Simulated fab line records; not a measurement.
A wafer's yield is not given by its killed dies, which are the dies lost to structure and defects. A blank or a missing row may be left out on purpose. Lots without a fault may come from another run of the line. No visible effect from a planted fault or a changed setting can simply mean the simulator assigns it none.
fab line records + flow nand_harc
record:
- lots: 5
- wafers: 15
- last_day: 29
route steps=1302 shown A_STAIRCASE@757 END@1302
lots untouched by any fault: they come from a run of this same line in which no faults occurred
start_h: the number of hours between the record's first day and the start of the first shown wafer of the lot + wait_h: hours from the lot's prior step to this one + " the same as in the row above + L1.1+2: several wafers, shown together as one row + - value missing, or start not given + * or withheld: withheld + < > ~ a bound
route shown NAME@n: a module of which the file shows steps, and the number in the route of the first + usual: mean and standard deviation over wafers with no fault + same: alike in all rows + chamber/n: place in a boat + sites: readings site by site + _std_site: their standard deviation + _edge_site: inner sites' mean taken away from outer sites' mean + radius_mm: for every site, how far away it sits from the centre of the wafer + mask NAME#n: copy n + behind: tool/chamber where the wafer was last shaped + hold: why the lot went on hold/how many hours it stayed there/how the hold came to an end + device: transistor that didn't switch, given as n, p or np + end of line: the same wafers' tests at the end of the route + step lacking rows: just its recipe + killed: not the wafer's yield, but the dies lost to structure and defects at the first sort + map: shows each die of a wafer: x if killed, . if not, _ if none is there
set.NAME: the setting the step ran with; set.NAME@STEP: the setting that earlier step ran with + model.NAME: the simulator's own value behind a step, which no gauge read
lots seen at some steps along the route; tables by step, rows by wafer
services: when a tool's chamber went out of use (start_h, in hours from the record's first day, below 0 if earlier), for how many hours, and the reason
== steps ==
step: NHARC_A_STAIRCASE_HMDS_243
recipe:
- time_s: 30
step: NHARC_A_STAIRCASE_COAT_244
recipe:
- spin_rpm: 1200
step: NHARC_A_STAIRCASE_SOFTBAKE_245
recipe:
- temp_c: 135
- time_s: 170
step: NHARC_A_STAIRCASE_EBR_246
step: NHARC_A_STAIRCASE_EXPOSE_247
recipe:
- na: 0.5
- dose_mj: 25.34
- mask_id: SDS_1
step: NHARC_A_STAIRCASE_PEB_248
recipe:
- peb_temp_c: 115
- peb_time_s: 130
step: NHARC_A_STAIRCASE_DEVELOP_249
recipe:
- time_s: 140
step: NHARC_A_STAIRCASE_HARDBAKE_251
recipe:
- temp_c: 120
- time_s: 140
step: NHARC_A_STAIRCASE_DESCUM_252
recipe:
- time_s: 3
- o2_flow_sccm: 200
- ar_flow_sccm: 0
- bias_power_w: 0
- chemistry: O2
usual:
- drypump_motor_current_A: 5.6/0.5
- o2_flow_sccm: 200.0/0.58
- oes_product_au: 0.998/0.0096
- rf_vpp_V: 57.7/0.9
- showerhead_plenum_p_Torr: 1.92/0.1
- throttle_valve_pct: 11.311/0.0089
same:
- bias_power_w: 0
| lot.wafer | tool        | chamber | start_h | wait_h | drypump_motor_current_A | o2_flow_sccm | oes_product_au | rf_hours_counter_h | rf_vpp_V | showerhead_plenum_p_Torr | throttle_valve_pct |
|-----------|-------------|---------|---------|--------|-------------------------|--------------|----------------|--------------------|----------|--------------------------|--------------------|
| L693.1    | rie_diel-11 | 1       | 431.50  | -      | 5.7                     | 200.7        | 0.991          | 58                 | 57.4     | 1.84                     | 11.295             |
| L693.2    | "           | 2       | "       | "      | 5.8                     | 200.8        | 0.990          | 48                 | 58.2     | 2.03                     | 11.301             |
| L693.5    | "           | 0       | "       | "      | 5.7                     | 199.7        | 1.002          | -                  | 56.7     | 1.77                     | 11.317             |
| L694.2    | rie_diel-04 | 3       | 441.90  | -      | 5.2                     | 200.0        | 0.990          | 27                 | 57.9     | 1.80                     | 11.316             |
| L694.4    | "           | 0       | "       | "      | 6.2                     | 199.6        | 0.991          | 27                 | 56.5     | 1.93                     | 11.312             |
| L694.3    | "           | 1       | "       | "      | 5.0                     | 200.1        | 1.013          | 25                 | 58.1     | 1.98                     | 11.329             |
| L697.3    | rie_diel-04 | 2       | 469.98  | -      | 5.3                     | 200.0        | 0.999          | 29                 | 57.6     | 1.77                     | 11.319             |
| L697.1    | "           | 3       | "       | "      | 5.2                     | 200.7        | 0.993          | 38                 | 57.9     | 1.79                     | 11.311             |
| L697.2    | "           | 0       | "       | "      | 6.3                     | 201.3        | 1.005          | 39                 | 58.2     | 1.93                     | 11.318             |
| L700.1    | rie_diel-13 | 2       | 483.35  | -      | 5.6                     | 200.1        | 0.996          | 49                 | 56.6     | 1.96                     | 11.313             |
| L700.4    | "           | 3       | "       | "      | 6.4                     | 200.8        | 1.004          | 46                 | 56.8     | 1.77                     | 11.296             |
| L700.2    | "           | 1       | "       | "      | 5.1                     | 199.8        | 0.984          | 37                 | 57.8     | 2.05                     | 11.306             |
| L701.1    | rie_diel-13 | 3       | 507.07  | -      | 6.4                     | 200.8        | 1.000          | 52                 | 57.1     | 1.77                     | 11.296             |
| L701.2    | "           | 0       | "       | "      | 6.1                     | 199.3        | 0.998          | 54                 | 56.9     | 1.90                     | 11.295             |
| L701.5    | "           | 2       | "       | "      | 5.6                     | 199.5        | 1.000          | -                  | 56.6     | 1.96                     | 11.319             |
step: NHARC_A_STAIRCASE_ETCH_253
recipe:
- target_depth_a: 500
- time_s: 20.2
- ion_energy_ev: 400
- c4f8_flow_sccm: 20
- o2_flow_sccm: 10
- ar_flow_sccm: withheld
- rf_w: 600
- bias_w: 1000
- chemistry: C4F8/O2
step: NHARC_A_STAIRCASE_STRIP_254
recipe:
- power_w: 1500
- temp_c: 250
- chemistry: O2
step: NHARC_A_STAIRCASE_STRIP_255
recipe:
- time_s: 900
- temp_c: 130
- chemistry: SPM
usual:
- bath_guard_temp_C: 129.9/0.48
| lot.wafer | tool         | chamber | start_h | wait_h | bath_guard_temp_C |
|-----------|--------------|---------|---------|--------|-------------------|
| L693.2    | wet_bench-01 | 7       | 432.03  | 0.3    | 129.3             |
| L693.5    | "            | 0       | "       | "      | 130.5             |
| L693.1    | "            | 4       | "       | "      | 129.9             |
| L694.4    | wet_bench-02 | 6       | 442.46  | 0.2    | 129.8             |
| L694.3    | "            | 0       | "       | "      | 130.2             |
| L694.2    | "            | 3       | "       | "      | 130.7             |
| L697.2    | wet_bench-09 | 6       | 470.50  | 0.3    | 129.0             |
| L697.3    | "            | 1       | "       | "      | 130.2             |
| L697.1    | "            | 2       | "       | "      | 130.0             |
| L700.1    | wet_bench-09 | 6       | 483.92  | 0.3    | 129.0             |
| L700.4    | "            | 2       | "       | "      | 130.3             |
| L700.2    | "            | 3       | "       | "      | 129.6             |
| L701.1    | wet_bench-09 | 7       | 507.62  | 0.3    | 130.2             |
| L701.5    | "            | 2       | "       | "      | 130.1             |
| L701.2    | "            | 3       | "       | "      | 129.5             |
step: NHARC_A_STAIRCASE_PRECLEAN_256
recipe:
- time_s: *
- temp_c: 50
- bath_age_min: 0
- chemistry: SC1
step: NHARC_A_STAIRCASE_SRD_257
step: NHARC_A_STAIRCASE_HM_DEP_456
recipe:
- target_thk_a: 31000
- temp_c: 400
- material: aC
usual:
- throttle_valve_pct: 35.000/0.008
| lot.wafer | tool       | chamber | start_h | wait_h | throttle_valve_pct |
|-----------|------------|---------|---------|--------|--------------------|
| L693.1    | acl_dep-01 | 0       | 432.72  | -      | 35.004             |
| L693.2    | "          | 0       | "       | "      | 34.998             |
| L693.5    | "          | 0       | "       | "      | 35.003             |
| L694.2    | acl_dep-02 | 0       | 444.55  | -      | 35.005             |
| L694.3    | "          | 0       | "       | "      | 35.001             |
| L694.4    | "          | 0       | "       | "      | 34.999             |
| L697.1    | acl_dep-02 | 0       | 473.83  | -      | 35.011             |
| L697.2    | "          | 0       | "       | "      | 34.998             |
| L697.3    | "          | 0       | "       | "      | 34.998             |
| L700.1    | acl_dep-02 | 0       | 485.01  | -      | 34.991             |
| L700.2    | "          | 0       | "       | "      | 35.013             |
| L700.4    | "          | 0       | "       | "      | 35.015             |
| L701.1    | acl_dep-02 | 0       | 508.08  | -      | 34.996             |
| L701.2    | "          | 0       | "       | "      | 34.988             |
| L701.5    | "          | 0       | "       | "      | 34.991             |
step: NHARC_A_STAIRCASE_DEP_259
recipe:
- target_thk_a: 300
- target_thk_nm: 30
- temp_c: 400
- pressure_torr: 3.5
- flow_sccm: 200
- rf_w: 350
- material: SiON
step: NHARC_A_STAIRCASE_DEHYDRATE_260
recipe:
- temp_c: 150
- time_s: 120
step: NHARC_A_STAIRCASE_HMDS_261
recipe:
- time_s: 30
step: NHARC_A_STAIRCASE_COAT_262
recipe:
- spin_rpm: 1200
step: NHARC_A_STAIRCASE_SOFTBAKE_263
recipe:
- temp_c: 135
- time_s: 170
step: NHARC_A_STAIRCASE_EBR_264
step: NHARC_A_STAIRCASE_EXPOSE_265
recipe:
- na: 0.5
- dose_mj: 25.01
- mask_id: CHOP_200
step: NHARC_A_STAIRCASE_PEB_266
recipe:
- peb_temp_c: 115
- peb_time_s: 130
step: NHARC_A_STAIRCASE_DEVELOP_267
recipe:
- time_s: 140
step: NHARC_A_STAIRCASE_HARDBAKE_269
recipe:
- temp_c: 120
- time_s: 140
step: NHARC_A_STAIRCASE_DESCUM_270
recipe:
- time_s: 3
- o2_flow_sccm: 200
- ar_flow_sccm: 0
- bias_power_w: 0
- chemistry: O2
usual:
- drypump_motor_current_A: 5.6/0.46
- o2_flow_sccm: 200.1/0.55
- oes_product_au: 0.998/0.0099
- rf_vpp_V: 57.8/0.96
- showerhead_plenum_p_Torr: 1.94/0.11
- throttle_valve_pct: 11.311/0.0085
same:
- bias_power_w: 0
| lot.wafer | tool        | chamber | start_h | wait_h | drypump_motor_current_A | o2_flow_sccm | oes_product_au | rf_hours_counter_h | rf_vpp_V | showerhead_plenum_p_Torr | throttle_valve_pct |
|-----------|-------------|---------|---------|--------|-------------------------|--------------|----------------|--------------------|----------|--------------------------|--------------------|
| L693.2    | rie_diel-04 | 3       | 435.45  | -      | 5.2                     | 200.1        | 1.002          | 23                 | 55.7     | 1.80                     | 11.313             |
| L693.1    | "           | 0       | "       | "      | 6.2                     | 199.7        | 1.001          | 24                 | 57.2     | 1.93                     | 11.317             |
| L693.5    | "           | 2       | "       | "      | 5.3                     | 200.5        | 0.996          | -                  | 57.5     | 1.77                     | 11.317             |
| L694.2    | rie_diel-11 | 0       | 447.09  | -      | 5.7                     | 200.4        | 0.995          | 1                  | 58.3     | 2.08                     | 11.311             |
| L694.3    | "           | 2       | "       | "      | 5.8                     | 199.7        | 0.995          | 1                  | 57.5     | 2.02                     | 11.304             |
| L694.4    | "           | 3       | "       | "      | 5.2                     | 199.7        | 0.980          | 1                  | 58.4     | 2.04                     | 11.313             |
| L697.1    | rie_diel-13 | 3       | 476.70  | -      | 6.4                     | 200.4        | 1.009          | 44                 | 57.3     | 1.77                     | 11.304             |
| L697.3    | "           | 0       | "       | "      | 6.1                     | 200.1        | 1.005          | 47                 | 58.0     | 1.90                     | 11.321             |
| L697.2    | "           | 1       | "       | "      | 5.1                     | 200.6        | 0.998          | 35                 | 58.1     | 2.05                     | 11.309             |
| L700.2    | rie_diel-11 | 1       | 487.86  | -      | 5.7                     | 200.0        | 1.015          | 14                 | 57.5     | 1.84                     | 11.313             |
| L700.1    | "           | 2       | "       | "      | 5.8                     | 199.3        | 1.007          | 13                 | 58.7     | 2.02                     | 11.316             |
| L700.4    | "           | 3       | "       | "      | 5.2                     | 200.6        | 0.990          | 13                 | 58.1     | 2.04                     | 11.307             |
| L701.1    | rie_diel-13 | 3       | 510.93  | -      | 6.4                     | 199.4        | 0.997          | 53                 | 54.7     | 1.77                     | 11.303             |
| L701.2    | "           | 1       | "       | "      | 5.1                     | 199.8        | 0.992          | 44                 | 58.8     | 2.05                     | 11.307             |
| L701.5    | "           | 3       | "       | "      | 6.4                     | 199.3        | 0.997          | -                  | 56.5     | 1.77                     | 11.326             |
step: NHARC_A_STAIRCASE_ETCH_271
recipe:
- cf4_flow_sccm: 100
- chf3_flow_sccm: 30
- ar_flow_sccm: 0
- rf_w: 500
- bias_w: 200
- chemistry: CF4/CHF3
usual:
- drypump_motor_current_A: 5.6/0.45
- oes_product_au: 0.955/0.017
- rf_vpp_V: 371.5/2.7
- showerhead_plenum_p_Torr: 1.60/0.081
- throttle_valve_pct: 16.802/0.0083
| lot.wafer | tool        | chamber | start_h | wait_h | drypump_motor_current_A | oes_product_au | rf_hours_counter_h | rf_vpp_V | showerhead_plenum_p_Torr | throttle_valve_pct |
|-----------|-------------|---------|---------|--------|-------------------------|----------------|--------------------|----------|--------------------------|--------------------|
| L693.2    | rie_diel-04 | 2       | 435.57  | 0.1    | 5.3                     | 0.931          | 22                 | 366.6    | 1.46                     | 16.803             |
| L693.1    | "           | 3       | "       | "      | 5.2                     | 0.932          | 23                 | 367.9    | 1.48                     | 16.814             |
| L693.5    | "           | 3       | "       | "      | 5.2                     | 0.939          | -                  | 367.7    | 1.48                     | 16.804             |
| L694.3    | rie_diel-11 | 3       | 447.17  | 0.1    | 5.2                     | 0.951          | 1                  | 373.5    | 1.67                     | 16.791             |
| L694.4    | "           | 0       | "       | "      | 5.7                     | 0.961          | 1                  | 374.3    | 1.70                     | 16.809             |
| L694.2    | "           | 1       | "       | "      | 5.7                     | 0.957          | 1                  | 369.0    | 1.52                     | 16.805             |
| L697.1    | rie_diel-13 | 2       | 476.83  | 0.1    | 5.6                     | 0.928          | 46                 | 372.8    | 1.61                     | 16.812             |
| L697.2    | "           | 3       | "       | "      | 6.4                     | 0.933          | 44                 | 366.6    | 1.46                     | 16.800             |
| L697.3    | "           | 0       | "       | "      | 6.1                     | 0.932          | 47                 | 369.9    | 1.56                     | 16.788             |
| L700.1    | rie_diel-11 | 0       | 487.93  | 0.1    | 5.7                     | 0.952          | 15                 | 372.8    | 1.70                     | 16.808             |
| L700.4    | "           | 1       | "       | "      | 5.7                     | 0.955          | 14                 | 368.0    | 1.51                     | 16.800             |
| L700.2    | "           | 2       | "       | "      | 5.8                     | 0.975          | 13                 | 373.8    | 1.66                     | 16.792             |
| L701.2    | rie_diel-13 | 0       | 511.02  | 0.1    | 6.1                     | 0.953          | 55                 | 369.9    | 1.56                     | 16.815             |
| L701.1    | "           | 1       | "       | "      | 5.1                     | 0.938          | 44                 | 375.0    | 1.68                     | 16.794             |
| L701.5    | "           | 0       | "       | "      | 6.1                     | 0.959          | -                  | 370.7    | 1.56                     | 16.793             |
step: NHARC_A_STAIRCASE_HM_OPEN_457
recipe:
- o2_flow_sccm: 400
- cos_flow_sccm: 20
- ar_flow_sccm: 0
- rf_w: 500
- bias_w: 300
- chemistry: O2/COS
step: NHARC_A_STAIRCASE_STRIP_458
recipe:
- o2_flow_sccm: 400
- cos_flow_sccm: 20
- ar_flow_sccm: 0
- bias_w: 0
- chemistry: O2/COS
step: NHARC_A_STAIRCASE_ETCH_451
recipe:
- target_depth_a: 300
- overetch_a: 30
- time_s: 16.5
- ion_energy_ev: 100
- cf4_flow_sccm: 80
- o2_flow_sccm: 20
- ar_flow_sccm: 0
- rf_w: 300
- bias_w: 100
- chemistry: CF4/O2
step: NHARC_A_STAIRCASE_ETCH_273
recipe:
- target_depth_a: 1.02e+05
- time_s: 2468.6
- ion_energy_ev: 800
- c4f8_flow_sccm: 80
- o2_flow_sccm: 60
- ar_flow_sccm: withheld
- rf_w: 600
- bias_w: 3000
- chemistry: C4F8/O2/Ar
step: NHARC_A_STAIRCASE_STRIP_274
recipe:
- o2_flow_sccm: 500
- ar_flow_sccm: 0
- bias_w: 0
- chemistry: O2
usual:
- drypump_motor_current_A: 5.6/0.47
- o2_flow_sccm: 500.0/1.5
- oes_product_au: 0.998/0.0094
- rf_vpp_V: 57.9/0.85
- showerhead_plenum_p_Torr: 3.59/0.17
- throttle_valve_pct: 17.037/0.01
| lot.wafer | tool        | chamber | start_h | wait_h | drypump_motor_current_A | o2_flow_sccm | oes_product_au | rf_hours_counter_h | rf_vpp_V | showerhead_plenum_p_Torr | throttle_valve_pct |
|-----------|-------------|---------|---------|--------|-------------------------|--------------|----------------|--------------------|----------|--------------------------|--------------------|
| L693.2    | rie_diel-04 | 0       | -       | -      | 6.3                     | 500.0        | 0.997          | 26                 | 58.3     | 3.56                     | 17.035             |
| L693.1    | "           | 3       | "       | "      | 5.2                     | 500.8        | 0.982          | 25                 | 57.6     | 3.33                     | 17.034             |
| L693.5    | "           | 0       | "       | "      | 6.3                     | 502.1        | 0.994          | -                  | 57.1     | 3.56                     | 17.024             |
| L694.2    | rie_diel-11 | 3       | -       | -      | 5.3                     | 498.9        | 0.976          | 4                  | 57.8     | 3.75                     | 17.035             |
| L694.4    | "           | 0       | "       | "      | 5.7                     | 502.7        | 0.994          | 6                  | 59.0     | 3.80                     | 17.041             |
| L694.3    | "           | 1       | "       | "      | 5.7                     | 502.3        | 0.998          | 6                  | 58.4     | 3.40                     | 17.030             |
| L697.2    | rie_diel-13 | 2       | -       | -      | 5.6                     | 497.3        | 1.002          | 48                 | 58.3     | 3.62                     | 17.042             |
| L697.3    | "           | 3       | "       | "      | 6.4                     | 498.3        | 1.005          | 45                 | 57.7     | 3.28                     | 17.025             |
| L697.1    | "           | 0       | "       | "      | 6.1                     | 501.9        | 1.003          | 48                 | 58.0     | 3.50                     | 17.063             |
| L700.2    | rie_diel-11 | 3       | -       | -      | 5.2                     | 500.8        | 0.976          | 15                 | 57.8     | 3.74                     | 17.039             |
| L700.4    | "           | 1       | "       | "      | 5.7                     | 501.7        | 0.992          | 15                 | 57.8     | 3.39                     | 17.039             |
| L700.1    | "           | 2       | "       | "      | 5.8                     | 499.6        | 0.996          | 14                 | 57.3     | 3.71                     | 17.028             |
| L701.2    | rie_diel-13 | 1       | -       | -      | 5.2                     | 498.6        | 0.975          | 45                 | 59.1     | 3.75                     | 17.031             |
| L701.1    | "           | 2       | "       | "      | 5.6                     | 499.9        | 0.993          | 59                 | 58.0     | 3.61                     | 17.047             |
| L701.5    | "           | 1       | "       | "      | 5.2                     | 499.2        | 0.972          | -                  | 58.8     | 3.75                     | 17.061             |
step: NHARC_A_STAIRCASE_STRIP_275
recipe:
- time_s: 900
- temp_c: 130
- chemistry: SPM
step: NHARC_A_STAIRCASE_PRECLEAN_276
recipe:
- time_s: *
- temp_c: 50
- bath_age_min: 0
- chemistry: SC1
step: NHARC_A_STAIRCASE_SRD_277
step: NHARC_A_STAIRCASE_HM_DEP_459
recipe:
- target_thk_a: 15000
- temp_c: 400
- material: aC
step: NHARC_A_STAIRCASE_DEP_280
recipe:
- target_thk_a: 300
- target_thk_nm: 30
- temp_c: 400
- pressure_torr: 3.5
- flow_sccm: 200
- rf_w: 350
- material: SiON
step: NHARC_A_STAIRCASE_DEHYDRATE_281
recipe:
- temp_c: 150
- time_s: 120
step: NHARC_A_STAIRCASE_HMDS_282
recipe:
- time_s: 30
step: NHARC_END_SORT_01
recipe:
- temp_c: 25
usual:
- killed_at_array: 52/17
- killed_at_other: 0.9/1.2
- killed_at_periphery: 3.9/2.7
- killed_dies: 57/16
- killed_open: 3.3/1.9
- killed_short: 2.5/1.5
same:
- gross_dies: 677
| lot.wafer | tool      | chamber | start_h | wait_h | killed_at_array | killed_at_other | killed_at_periphery | killed_dies | killed_open | killed_short |
|-----------|-----------|---------|---------|--------|-----------------|-----------------|---------------------|-------------|-------------|--------------|
| L693.1    | prober-02 | 0       | 622.24  | 2.5    | 69              | 1               | 1                   | 71          | 11          | 4            |
| L693.2    | prober-02 | 0       | 623.04  | 2.8    | 56              | 0               | 2                   | 58          | 3           | 3            |
| L693.5    | prober-02 | 0       | 625.44  | 3.7    | 75              | 0               | 1                   | 76          | 8           | 1            |
| L694.2    | prober-01 | 0       | 647.89  | 2.8    | 74              | 2               | 2                   | 78          | 3           | 1            |
| L694.3    | prober-01 | 0       | 648.70  | 3.1    | 65              | 2               | 3                   | 70          | 3           | 2            |
| L694.4    | prober-01 | 0       | 649.51  | 3.4    | 59              | 1               | 4                   | 64          | 7           | 2            |
| L700.1    | prober-01 | 0       | 677.50  | 2.5    | 58              | 1               | 3                   | 62          | 4           | 3            |
| L700.2    | prober-01 | 0       | 678.31  | 2.8    | 55              | 6               | 0                   | 61          | 3           | 1            |
| L700.4    | prober-01 | 0       | 679.94  | 3.4    | 65              | 2               | 6                   | 73          | 2           | 0            |
| L701.1    | prober-02 | 0       | 696.18  | 2.5    | 21              | 0               | 5                   | 26          | 5           | 1            |
| L701.2    | prober-02 | 0       | 696.97  | 2.8    | 129             | 1               | 5                   | 135         | 3           | 5            |
| L701.5    | prober-02 | 0       | 699.36  | 3.7    | 20              | 0               | 3                   | 23          | 1           | 3            |
killed by level:class
L693.1 A_CHANNEL_HOLE_D1:chamber_film_flake=27 A_CHANNEL_HOLE_D2:chamber_film_flake=24 A_DECK1_JOINT:geometric_particle:open=2 A_CHANNEL_HOLE_D2:geometric_particle:open=2 P_M0:geometric_particle:open=1 A_SOURCE_PLATE:geometric_particle:open=1 A_ONON_D1:geometric_particle:open=1 A_ONON_D1:geometric_particle:short=1
L693.2 A_CHANNEL_HOLE_D1:chamber_film_flake=23 A_CHANNEL_HOLE_D2:chamber_film_flake=20 A_STAIRCASE:chamber_film_flake=2 A_CONTACT:chamber_film_flake=2 A_DECK1_JOINT:geometric_particle:open=1 A_CHANNEL_FILL_D2:geometric_particle:open=1 A_SGD_CUT:geometric_particle:short=1 A_WL_FILL:geometric_particle:short=1
L693.5 A_CHANNEL_HOLE_D1:chamber_film_flake=31 A_CHANNEL_HOLE_D2:chamber_film_flake=29 A_CONTACT:chamber_film_flake=4 A_ONON_D1:geometric_particle:open=2 A_CHANNEL_FILL_D1:geometric_particle:open=2 A_M0:geometric_particle:open=2 A_DECK1_JOINT:geometric_particle:short=1 A_WL_FILL:geometric_particle:open=1
L694.2 A_CHANNEL_HOLE_D1:chamber_film_flake=36 A_CHANNEL_HOLE_D2:chamber_film_flake=16 A_CONTACT:chamber_film_flake=7 A_CHANNEL_FILL_D2:chamber_film_flake=4 A_DECK1_JOINT:chamber_film_flake=3 A_STAIRCASE:chamber_film_flake=3 P_STI:geometric_particle:open=1 A_ONON_D1:geometric_particle:open=1
L694.3 A_CHANNEL_HOLE_D1:chamber_film_flake=34 A_CONTACT:chamber_film_flake=10 A_CHANNEL_HOLE_D2:chamber_film_flake=7 A_CHANNEL_FILL_D2:chamber_film_flake=4 A_STAIRCASE:chamber_film_flake=4 A_DECK1_JOINT:chamber_film_flake=3 P_CONTACT:geometric_particle:open=1 P_M0:geometric_particle:open=1
L694.4 A_CHANNEL_HOLE_D1:chamber_film_flake=31 A_CHANNEL_HOLE_D2:chamber_film_flake=7 A_STAIRCASE:chamber_film_flake=5 A_CONTACT:chamber_film_flake=4 A_CHANNEL_FILL_D2:chamber_film_flake=3 P_STI:chamber_film_flake=2 P_STI:geometric_particle:open=1 P_BONDPAD:geometric_particle:open=1
L700.1 A_CHANNEL_HOLE_D1:chamber_film_flake=30 A_CHANNEL_HOLE_D2:chamber_film_flake=16 A_SLIT:chamber_film_flake=2 A_CONTACT:chamber_film_flake=2 P_GATE:geometric_particle:open=1 P_M0:geometric_particle:open=1 A_ONON_D1:geometric_particle:open=1 A_DECK1_JOINT:geometric_particle:short=1
L700.2 A_CHANNEL_HOLE_D1:chamber_film_flake=37 A_CHANNEL_HOLE_D2:chamber_film_flake=6 THIN_TSV:chamber_film_flake=5 A_CONTACT:chamber_film_flake=5 A_SLIT:chamber_film_flake=4 A_DECK1_JOINT:geometric_particle:short=1 A_CHANNEL_FILL_D2:geometric_particle:open=1 A_BLC:geometric_particle:open=1
L700.4 A_CHANNEL_HOLE_D1:chamber_film_flake=32 A_CHANNEL_HOLE_D2:chamber_film_flake=18 A_SLIT:chamber_film_flake=8 A_CONTACT:chamber_film_flake=3 P_STI:chamber_film_flake=2 P_M1:chamber_film_flake=2 THIN_TSV:chamber_film_flake=2 A_M0:geometric_particle:open=1
L701.1 A_CHANNEL_HOLE_D1:chamber_film_flake=4 A_CONTACT:chamber_film_flake=3 P_BONDPAD:chamber_film_flake=2 A_CHANNEL_FILL_D1:chamber_film_flake=2 A_STAIRCASE:chamber_film_flake=2 A_SLIT:chamber_film_flake=2 A_WL_FILL:chamber_film_flake=2 P_CONTACT:geometric_particle:open=1
L701.2 A_STAIRCASE:unspecified=101 A_CHANNEL_HOLE_D1:chamber_film_flake=14 A_STAIRCASE:chamber_film_flake=3 A_WL_FILL:chamber_film_flake=3 A_CHANNEL_FILL_D1:geometric_particle:short=2 P_BONDPAD:chamber_film_flake=2 P_CONTACT:geometric_particle:open=1 P_M1:geometric_particle:open=1
L701.5 A_CHANNEL_HOLE_D1:chamber_film_flake=5 A_STAIRCASE:chamber_film_flake=3 A_CONTACT:chamber_film_flake=3 A_WL_FILL:chamber_film_flake=2 A_CHANNEL_HOLE_D1:geometric_particle:short=1 A_CHANNEL_FILL_D1:geometric_particle:short=1 A_CHANNEL_HOLE_D2:geometric_particle:short=1 A_BLC:geometric_particle:open=1
map L701.2 (x killed, . not)
____________.____________
_________......._________
_______..........._______
______.............______
_____..............._____
____..x...........xx.____
____.................____
___...................___
___...................___
__.....................__
__.....................__
_....................x.._
_......................._
_......................._
_.................xx.x.._
_x.........x............_
.........................
.x..x........xxxx........
x.xx......x..xxxxx.......
xxx.x.......xxxxxxx......
.xx........xxxxxxxxx.....
_xx......xxxxxxxxxx....._
_.x...x..xxxxxxxxxxx...._
_x........xxxxxxxxx....._
_.....x...xxxxxxxxx.x..._
_.........xxxxxxxxxx...._
__..........xxxxxxx....__
__........xxxxxxxxx.x..__
___........xxxxxx.....___
___........x.xx.xx....___
____...........x.....____
____.....x...........____
_____...x.......x..._____
______......x......______
_______..........._______
_________......._________
____________.____________
map L697.1 (x killed, . not)
____________.____________
_________......._________
_______.x........x_______
______.............______
_____..............._____
____.................____
____.................____
___................x..___
___................x..___
__.....................__
__................x...x__
_......................._
_.x....................x_
_.x....................._
_x.....................x_
_......x................_
x.xx.....................
xxx......................
xxx..x.....x.........x...
xxxx............x..x.....
xx.x.....................
_xxx...................._
_..xx..........x........_
_xx....................._
_...x.....x....x........_
_......................._
__.....................__
__................x....__
___...x...............___
___...................___
____.................____
____.................____
_____..x............_____
______.............______
_______..........._______
_________......._________
____________.____________
== services ==
| tool         | chamber | start_h | hours | kind   |
|--------------|---------|---------|-------|--------|
| rie_diel-11  | 0       | 413.64  | -     | clean  |
| rie_diel-13  | 1       | 414.03  | 36.9  | repair |
| wet_bench-01 | -       | 419.64  | 0.7   | repair |
| wet_bench-02 | -       | 420.00  | 8.0   | pm     |
| acl_dep-02   | -       | 424.53  | 13.0  | pm     |
| rie_diel-13  | 0       | 426.51  | -     | clean  |
| rie_diel-13  | 2       | 426.51  | -     | clean  |
| rie_diel-13  | 3       | 426.51  | -     | clean  |
| rie_diel-11  | -       | 434.00  | 9.0   | pm     |
| rie_diel-04  | 2       | 445.31  | 14.7  | repair |
| rie_diel-13  | 0       | 451.16  | -     | clean  |
| rie_diel-13  | 1       | 451.16  | -     | clean  |
| rie_diel-13  | 2       | 451.16  | -     | clean  |
| rie_diel-13  | 3       | 451.16  | -     | clean  |
| wet_bench-01 | -       | 453.68  | 8.0   | pm     |
| rie_diel-13  | 0       | 475.66  | -     | clean  |
| rie_diel-13  | 1       | 475.66  | -     | clean  |
| rie_diel-13  | 2       | 475.66  | -     | clean  |
| rie_diel-13  | 3       | 475.66  | -     | clean  |
| rie_diel-04  | -       | 498.30  | 12.0  | repair |
| rie_diel-13  | 0       | 500.16  | -     | clean  |
| rie_diel-13  | 1       | 500.16  | -     | clean  |
| rie_diel-13  | 2       | 500.16  | -     | clean  |
| rie_diel-13  | 3       | 500.16  | -     | clean  |
== key ==
first_sign:
- step: NHARC_END_SORT_01
- reading: killed_dies
- direction: up
- sigmas: 4.8
- usual: 57
- struck: 135
effect:
- step: NHARC_END_SORT_01
- reading: killed_at_array
- direction: up
- sigmas: 4.6
- usual: 52
- struck: 129
more_kills_born_at:
- NHARC_A_STAIRCASE_STRIP_255@wet_bench-09: 101
met_at NHARC_A_STAIRCASE_STRIP_255
struck_wafers L701.2
tester_left_out L701
onset_between 483.92 507.62
fault:
- kind: chamber_particle_source
- tool: wet_bench-09
- chamber: 3
- onset_h: 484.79
- steps: NHARC_A_STAIRCASE_STRIP_255
- rate_per_visit_cm2: 1.3807
- end_h: 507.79
tester_left_out: of these lots the tester's yield and bins aren't shown, on N5 and GAA mostly nor the transistor test; their killed dies are dies lost to structure and defects alone, not to doping, threshold or leakage, so they don't give the yield
